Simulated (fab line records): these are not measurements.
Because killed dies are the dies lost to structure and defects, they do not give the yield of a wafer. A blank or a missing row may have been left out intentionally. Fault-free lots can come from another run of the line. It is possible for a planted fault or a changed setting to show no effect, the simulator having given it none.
Comparing a struck lot with a sound one + flow nand_harc + 41 steps out of a route of 1302
Sound: wafers L219.1, L219.4, L219.5. Struck: wafers L220.2, L220.5. (L220.3 of the same lot was not struck and is left out.) The cause comes at the end.
At each step with rows: each side's tool, then ch and its chambers, then its first start. Under that, the readings that differ: sound wafers + struck wafers + difference of the means + sigmas: that difference in standard deviations of wafers without a fault.
alike: words and numbers the same on both sides, and readings whose means are apart by under 2 such deviations; not compared: readings that were withheld, readings missing a value for some wafer, numbers with overlapping values and no deviation given by the record, and bounds like >300 which may hide the same value.
Wherever a step has rows on one side only, a row that says differs or no value, or a row with sigmas, the two part there. Numbers that have no deviation but don't overlap get no sigmas and don't part them. A reading missing from all wafers of one side parts the sides only when that side holds two or more wafers.

first, 5 steps without rows for these wafers: NHARC_P_M2_SOFTBAKE_04 (time 55 s); NHARC_P_M2_EBR_05; NHARC_P_M2_EXPOSE_06 (exposes mask P M2, target cd 170 nm); NHARC_P_M2_PEB_07 (peb time 65 s); NHARC_P_M2_DEVELOP_08 (develop time 35 s).
NHARC_P_M2_CD_MEAS_09: target cd 170 nm.
  sound on cd_sem-03 ch 0, day 10 11:45; struck on cd_sem-03 ch 0, day 10 22:42
  alike: cd_nm
NHARC_P_M2_OVL_MEAS_10: pitch 340 nm.
  sound: overlay-01 at day 10 11:50; struck: overlay-01 at day 10 22:47
| reading           | sound          | struck  | difference | sigmas |
|-------------------|----------------|---------|------------|--------|
| overlay_y_nm (nm) | -0.9 -1.0 -0.2 | 1.3 1.4 | +2.0       | +2     |
  alike: overlay_x_nm
NHARC_P_M2_INSPECT_11:
  sound: defect_inspect-01 at day 10 11:52; struck: defect_inspect-01 at day 10 22:49
| reading          | sound | struck | difference | sigmas |
|------------------|-------|--------|------------|--------|
| raw_defect_count | 1 1 0 | 9 4    | +6         | +3     |
then, 1 step without rows for these wafers: NHARC_P_M2_DESCUM_14 (chemistry O2, time 3 s).
NHARC_P_M2_ETCH_35: etches the open film in N2/H2, target depth 40 nm, overetch 12 nm, time 43.94 s.
  sound on rie_diel-06 ch 0,3, day 10 12:01; struck on rie_diel-01 ch 1,2, day 10 22:58
  alike: drypump_motor_current_A, oes_product_au, rf_vpp_V, showerhead_plenum_p_Torr, throttle_valve_pct
  not compared: rf_hours_counter_h
then, 1 step without rows for these wafers: NHARC_P_M2_ETCH_15 (etches the open film in C4F8/Ar, target depth 182.5 nm, time 91.2 s).
NHARC_P_M2_CD_MEAS_16:
  sound: cd_sem-01 at day 10 12:14; struck: cd_sem-01 at day 10 23:11
  alike: cd_nm
NHARC_P_M2_STRIP_18: strips in N2/H2.
  sound on rie_diel-11 ch 0,1,3, day 10 12:22; struck on rie_diel-11 ch 2, day 10 23:16
  alike: drypump_motor_current_A, oes_product_au, rf_vpp_V, showerhead_plenum_p_Torr, throttle_valve_pct
  not compared: rf_hours_counter_h
NHARC_P_M2_ETCH_28: etches the open film in CF4/N2, target depth 30 nm, time 72.99 s.
  sound on rie_diel-11 ch 0,2,3; struck on rie_diel-11 ch 1,2
  alike: drypump_motor_current_A, oes_product_au, rf_vpp_V, showerhead_plenum_p_Torr, throttle_valve_pct
  not compared: rf_hours_counter_h
then, 2 steps without rows for these wafers: NHARC_P_M2_STRIP_19 (strips in post etch residue remover, time 600 s); NHARC_P_M2_DEGAS_29 (time 60 s).
NHARC_P_M2_PRE_CLEAN_30: time 30 s.
  sound on pvd_sputter-03, day 10 13:03; struck on pvd_sputter-02
  alike: heater_power_w, susceptor_temp_C
then, 5 steps without rows for these wafers: NHARC_P_M2_PVD_20 (deposits TaN, target thk 5 nm, time 8.06 s); NHARC_P_M2_PVD_21 (deposits Cu, target thk 30 nm, time 20.49 s); NHARC_P_M2_ECD_22 (material Cu, target thk 400 nm); NHARC_P_M2_ANNEAL_31 (time 90 s); NHARC_P_M2_CMP_23 (polishes, t overpolish 20 s, target thk 144.3 nm).
NHARC_P_M2_THK_MEAS_24: measures by xrf.
  sound: film_metro-02 at day 10 14:35; struck: film_metro-01 at day 11 01:21
  alike: thk_nm
next, for these wafers, 1 step has no rows: NHARC_P_M2_SRD_25.
NHARC_P_M2_PRE_CLEAN_32: time 12 s.
  sound on pecvd-01 ch 1,2, day 10 14:49; struck on pecvd-01 ch 1, day 11 01:35
| reading              | sound                | struck        | difference | sigmas |
|----------------------|----------------------|---------------|------------|--------|
| susceptor_temp_C (C) | 369.93 369.99 369.62 | 370.35 370.17 | +0.41      | +2     |
  alike: heater_power_w
NHARC_P_M2_DEP_33: deposits SiCN, target thk 30 nm.
  sound on pecvd-01 ch 1,2, day 10 14:53; struck on pecvd-01 ch 1, day 11 01:45
  alike: heater_power_w, susceptor_temp_C
then, 2 steps without rows for these wafers: NHARC_P_BONDPAD_DEP_00 (deposits SiCN, target thk 250 nm); NHARC_P_BONDPAD_CMP_32 (polishes SiCN, target thk 200 nm).
NHARC_P_BONDPAD_THK_MEAS_33: measures by ellipsometry.
  sound: film_metro-02 at day 10 15:56; struck: film_metro-01 at day 11 03:02
  alike: thk_nm
then, 10 steps without rows for these wafers: NHARC_P_BONDPAD_SRD_34; NHARC_P_BONDPAD_DEHYDRATE_01 (time 120 s); NHARC_P_BONDPAD_HMDS_02 (time 30 s); NHARC_P_BONDPAD_COAT_36 (time 65 s); NHARC_P_BONDPAD_COAT_03 (resist thk 600 nm); NHARC_P_BONDPAD_SOFTBAKE_04 (time 70 s); NHARC_P_BONDPAD_EBR_05; NHARC_P_BONDPAD_EXPOSE_06 (exposes mask P BPAD); NHARC_P_BONDPAD_PEB_07 (peb time 80 s); NHARC_P_BONDPAD_DEVELOP_08 (time 50 s).
NHARC_P_BONDPAD_CD_MEAS_09: target cd 500 nm.
  sound on cd_sem-01 ch 0, day 10 16:23; struck on cd_sem-01 ch 0, day 11 03:38
  alike: cd_nm
-- break in the record here, with 18 days between the starts of the struck wafers on either side (left off in module P_BONDPAD, picked up again in module END, where the first step shown is number 1302 on the route) --
NHARC_END_SORT_01:
  only the struck wafers appear in the record here, on prober-02 ch 0 at day 29 05:44; the sound ones have no rows

WHERE THEY PART
At NHARC_P_M2_OVL_MEAS_10 first; at NHARC_END_SORT_01 last (within this record only).

WHY: the cause the simulator had injected
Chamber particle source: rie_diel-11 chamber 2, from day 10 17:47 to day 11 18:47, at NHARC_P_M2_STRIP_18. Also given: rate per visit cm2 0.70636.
